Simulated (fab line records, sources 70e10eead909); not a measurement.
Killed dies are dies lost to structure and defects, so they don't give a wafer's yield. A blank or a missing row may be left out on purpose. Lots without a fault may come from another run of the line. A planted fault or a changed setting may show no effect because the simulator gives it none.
Chamber matching | flow nand_harc | NHARC_A_CHANNEL_FILL_D2_ALD_02 on ald_hk-02: 4 sister chambers
The step deposits SiO2, target thk 6 nm, pulse time 10 s, ald cycles 60. 27 wafers are shown with their chamber, then 12 later ones without.

WAFERS WITH THEIR CHAMBER
wafer  | chamber | heater_power_w (W) | precursor_pulse_height_rel
L077.1 | 0       | 504                | 1.011
L077.3 | 3       | 462                | 0.992
L077.6 | 2       | 478                | 0.981
L078.3 | 3       | 464                | 0.993
L078.4 | 2       | 481                | 1.021
L078.5 | 0       | 506                | 1.023
L081.2 | 3       | 450                | 0.986
L081.3 | 1       | 438                | 1.016
L081.6 | 0       | 509                | 1.003
L082.2 | 1       | 425                | 0.990
L082.3 | 2       | 465                | 0.986
L082.4 | 0       | 510                | 1.005
L083.1 | 2       | 472                | 0.990
L083.2 | 0       | 510                | 1.015
L083.3 | 1       | 447                | 0.984
L085.1 | 2       | 495                | 1.029
L085.3 | 0       | 513                | 0.995
L085.4 | 1       | 432                | 1.033
L087.2 | 1       | 429                | 0.985
L087.4 | 3       | 451                | 0.990
L087.5 | 2       | 475                | 1.014
L091.1 | 1       | 451                | 0.968
L091.5 | 2       | 472                | 0.993
L091.6 | 3       | 446                | 0.982
L093.1 | 1       | 437                | 1.009
L093.4 | 2       | 488                | 1.012
L093.6 | 3       | 444                | 0.979

SIGNATURES (means of the wafers above)
reading                    | chamber 0 | chamber 1 | chamber 2 | chamber 3 | scatter within a chamber
heater_power_w             | 508.67    | 437.00    | 478.25    | 452.83    | 8.27
precursor_pulse_height_rel | 1.00867   | 0.99786   | 1.00325   | 0.98700   | 0.016
Rule: a wafer's distance from a chamber is the root of the sum, over the readings, of the square of ((its reading less the chamber's mean) divided by the reading's scatter). The wafer belongs to the nearest chamber; if the next one is less than 2 further off, it can't be placed. The scatter: the root of (the sum of the squares of (reading less its chamber's mean) over the shown wafers, divided by (wafers less chambers)).

WAFERS WITHOUT THEIR CHAMBER
wafer  | heater_power_w (W) | precursor_pulse_height_rel
L094.2 | 515                | 0.958
L094.3 | 488                | 0.997
L094.6 | 437                | 1.007
L096.1 | 448                | 1.027
L096.2 | 478                | 0.987
L096.3 | 453                | 1.012
L096.4 | 522                | 0.976
L096.5 | 436                | 0.984
L096.6 | 527                | 1.020
L097.1 | 524                | 0.975
L097.2 | 440                | 0.988
L097.5 | 461                | 1.008

WHICH CHAMBER EACH WENT THROUGH
wafer  | from the rows above          | in truth
L094.2 | 0                            | 0
L094.3 | can't be placed: 2 or 0      | 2
L094.6 | can't be placed: 1 or 3      | 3
L096.1 | can't be placed: 1 or 3 or 2 | 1
L096.2 | 2                            | 2
L096.3 | can't be placed: 3 or 1 or 2 | 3
L096.4 | 0                            | 0
L096.5 | can't be placed: 1 or 3      | 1
L096.6 | 0                            | 0
L097.1 | 0                            | 0
L097.2 | can't be placed: 1 or 3      | 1
L097.5 | can't be placed: 3 or 2 or 1 | 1
Placed correctly: 5 of 12. Can't be placed from these rows: 7 (the true chamber is among the candidates in 7). Placed wrongly: 0.
